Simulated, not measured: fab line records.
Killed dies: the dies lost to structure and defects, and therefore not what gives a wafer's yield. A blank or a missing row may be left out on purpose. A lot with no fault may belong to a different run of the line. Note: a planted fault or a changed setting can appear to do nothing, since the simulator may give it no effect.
Split-lot experiment    flow n5_finfet    39 wafers read across 7 lots, on a route 1938 steps long

## ON THE SPLIT
At N5_PASSIVATION_DEVELOP_09 (develop time 60 s), the setting develop_time_s was moved away from the recipe's 60 s on 15 of the 39 wafers read, by -34.5% to +51.4%. All remaining wafers had this setting at the recipe value.

## FROM SPLIT TO READING: 1 step shown by the file between the two
- N5_PASSIVATION_HARDBAKE_11: time 120 s

## THE READING
cd_nm (nm) at N5_PASSIVATION_CD_MEAS_10, where the cd target is 3000 nm. Typical for fault-free wafers on this fab line: 3001.4 nm, with standard deviation 2.3 nm.

wafer   tool, chamber at the split  develop_time_s as run, s  against the recipe  cd_nm, nm  against lot-mates on the recipe
L075.1  litho_track-02, 0           80.13                     +33.5%              3009.1     +6.3
L075.2  litho_track-02, 0           80.13                     +33.5%              3008.6     +5.8
L075.3  litho_track-02, 0           80.13                     +33.5%              3005.6     +2.8
L075.4  litho_track-02, 0           60                        recipe              3005.7     -
L075.5  litho_track-02, 0           60                        recipe              3001.3     -
L075.6  litho_track-02, 0           60                        recipe              3001.3     -
L078.1  litho_track-01, 0           60                        recipe              2998.9     -
L078.3  litho_track-01, 0           60                        recipe              3001.0     -
L078.5  litho_track-01, 0           60                        recipe              3000.0     -
L084.1  litho_track-03, 0           60                        recipe              3000.5     -
L084.2  litho_track-03, 0           60                        recipe              3002.5     -
L084.3  litho_track-03, 0           60                        recipe              2999.6     -
L084.4  litho_track-03, 0           60                        recipe              3001.3     -
L084.5  litho_track-03, 0           60                        recipe              3005.9     -
L084.6  litho_track-03, 0           60                        recipe              3002.9     -
L081.1  litho_track-03, 0           90.83                     +51.4%              3011.1     +8.8
L081.2  litho_track-03, 0           90.83                     +51.4%              3014.3     +12.0
L081.3  litho_track-03, 0           60                        recipe              3001.8     -
L081.4  litho_track-03, 0           90.83                     +51.4%              3011.3     +9.0
L081.5  litho_track-03, 0           60                        recipe              3002.1     -
L081.6  litho_track-03, 0           60                        recipe              3002.9     -
L090.1  litho_track-03, 0           49.55                     -17.4%              2996.3     -5.7
L090.2  litho_track-03, 0           49.55                     -17.4%              3000.1     -1.9
L090.3  litho_track-03, 0           49.55                     -17.4%              2997.9     -4.1
L090.4  litho_track-03, 0           60                        recipe              3000.5     -
L090.5  litho_track-03, 0           60                        recipe              3005.2     -
L090.6  litho_track-03, 0           60                        recipe              3000.2     -
L095.1  litho_track-02, 0           39.32                     -34.5%              2992.9     -11.1
L095.2  litho_track-02, 0           39.32                     -34.5%              2991.9     -12.1
L095.3  litho_track-02, 0           60                        recipe              3005.9     -
L095.4  litho_track-02, 0           60                        recipe              3001.5     -
L095.5  litho_track-02, 0           60                        recipe              3004.6     -
L095.6  litho_track-02, 0           39.32                     -34.5%              2990.6     -13.4
L091.1  litho_track-03, 0           60                        recipe              3002.3     -
L091.2  litho_track-03, 0           88.43                     +47.4%              3011.9     +10.4
L091.3  litho_track-03, 0           88.43                     +47.4%              3010.0     +8.5
L091.4  litho_track-03, 0           60                        recipe              3002.8     -
L091.5  litho_track-03, 0           60                        recipe              2999.5     -
L091.6  litho_track-03, 0           88.43                     +47.4%              3009.2     +7.7

THE FIT
A straight line over all 39 wafers: cd_nm changes by +0.209 nm for each +1% of develop_time_s; r = +0.92; the points scatter about the line by 2.1 nm.
The same after taking each lot's own level away (the mean of its wafers on the recipe; 39 wafers): +0.22 nm for each +1%; r = +0.92; scatter 2.2 nm.
Per that fit: largest develop_time_s move, reading shift of 11 nm.
Across the lots, their own levels run from 2999.97 to 3004.00 nm, a range of 1.8 times the standard deviation given above.
Consequently the slope shifts little with the lot-to-lot level, the two slopes agreeing.
Check: for one of the wafers moved furthest among these (+51.4%), held out of the fit, the line's prediction against its lot-mates is +10.8 nm. It came out at +8.83 nm against them.

## FURTHER SPLITS ON THESE WAFERS
Other splits were also applied to these wafers ahead of the reading. Each is held against what the fit with the lots' levels taken away leaves over:
other split on the same wafers           wafers away from the commonest value  r with cd_nm (lot level and that fit taken away)
N5_ZERO_LAYER_ETCH_18 target_depth_a     15                                    +0.05
N5_SD_EPI_P_ETCH_16 target_depth_a       15                                    -0.20
N5_MOL_CONTACT_COAG_ALD_27 time_s        12                                    +0.15
N5_BEOL_M0_SAQP_ETCH_106 target_depth_a  18                                    +0.03
N5_BEOL_M5_ETCH_68 time_s                15                                    -0.10
N5_BEOL_M8_CURE_75 time_s                15                                    +0.23

## THE FILE'S OWN FIT
cd_nm changes by +0.212 nm for each +1% of develop_time_s, r = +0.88.
